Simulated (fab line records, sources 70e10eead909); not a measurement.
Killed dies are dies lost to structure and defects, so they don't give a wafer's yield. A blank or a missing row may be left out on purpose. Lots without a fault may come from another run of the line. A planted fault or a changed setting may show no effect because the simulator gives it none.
Chamber matching | flow nand_harc | NHARC_A_CONTACT_ETCH_102 on rie_diel-06: 4 sister chambers
The step etches the open film in CF4/O2, target depth 70 nm, overetch 7 nm, time 38.5 s. 18 wafers are shown with their chamber, then 9 later ones without.

WAFERS WITH THEIR CHAMBER
wafer  | chamber | showerhead_plenum_p_Torr (Torr) | drypump_motor_current_A (A) | oes_product_au (a.u.)
L075.1 | 3       | 1.39                            | 6.1                         | 0.997
L075.2 | 1       | 1.37                            | 5.9                         | 0.991
L075.6 | 2       | 1.36                            | 6.1                         | 1.015
L078.1 | 3       | 1.38                            | 6.1                         | 1.003
L078.2 | 0       | 1.30                            | 5.2                         | 0.993
L078.5 | 0       | 1.30                            | 5.2                         | 1.001
L076.1 | 3       | 1.38                            | 6.2                         | 1.005
L076.4 | 1       | 1.37                            | 5.8                         | 0.977
L076.5 | 3       | 1.38                            | 6.2                         | 1.008
L080.1 | 2       | 1.36                            | 6.1                         | 1.005
L080.4 | 1       | 1.37                            | 5.8                         | 0.985
L080.6 | 2       | 1.36                            | 6.1                         | 1.011
L087.1 | 0       | 1.30                            | 5.2                         | 0.994
L087.3 | 2       | 1.35                            | 6.1                         | 1.022
L087.5 | 0       | 1.30                            | 5.2                         | 0.994
L090.2 | 3       | 1.38                            | 6.1                         | 1.008
L090.4 | 1       | 1.37                            | 5.8                         | 0.996
L090.6 | 2       | 1.35                            | 6.2                         | 1.022

SIGNATURES (means of the wafers above)
reading                  | chamber 0 | chamber 1 | chamber 2 | chamber 3 | scatter within a chamber
showerhead_plenum_p_Torr | 1.3000    | 1.3700    | 1.3560    | 1.3820    | 0.00378
drypump_motor_current_A  | 5.200     | 5.825     | 6.120     | 6.140     | 0.0443
oes_product_au           | 0.99550   | 0.98725   | 1.01500   | 1.00420   | 0.0062
Rule: a wafer's distance from a chamber is the root of the sum, over the readings, of the square of ((its reading less the chamber's mean) divided by the reading's scatter). The wafer belongs to the nearest chamber; if the next one is less than 2 further off, it can't be placed. The scatter: the root of (the sum of the squares of (reading less its chamber's mean) over the shown wafers, divided by (wafers less chambers)).

WAFERS WITHOUT THEIR CHAMBER
wafer  | showerhead_plenum_p_Torr (Torr) | drypump_motor_current_A (A) | oes_product_au (a.u.)
L091.1 | 1.35                            | 6.2                         | 1.025
L091.3 | 1.37                            | 5.8                         | 0.995
L091.6 | 1.38                            | 6.1                         | 0.998
L095.3 | 1.38                            | 6.1                         | 1.014
L095.5 | 1.38                            | 6.1                         | 0.996
L095.6 | 1.30                            | 5.2                         | 1.016
L094.3 | 1.37                            | 5.8                         | 0.983
L094.4 | 1.35                            | 6.1                         | 1.012
L094.6 | 1.37                            | 5.9                         | 0.982

WHICH CHAMBER EACH WENT THROUGH
wafer  | from the rows above | in truth
L091.1 | 2                   | 2
L091.3 | 1                   | 1
L091.6 | 3                   | 3
L095.3 | 3                   | 3
L095.5 | 3                   | 3
L095.6 | 0                   | 0
L094.3 | 1                   | 1
L094.4 | 2                   | 2
L094.6 | 1                   | 1
Placed correctly: 9 of 9. Can't be placed from these rows: 0. Placed wrongly: 0.
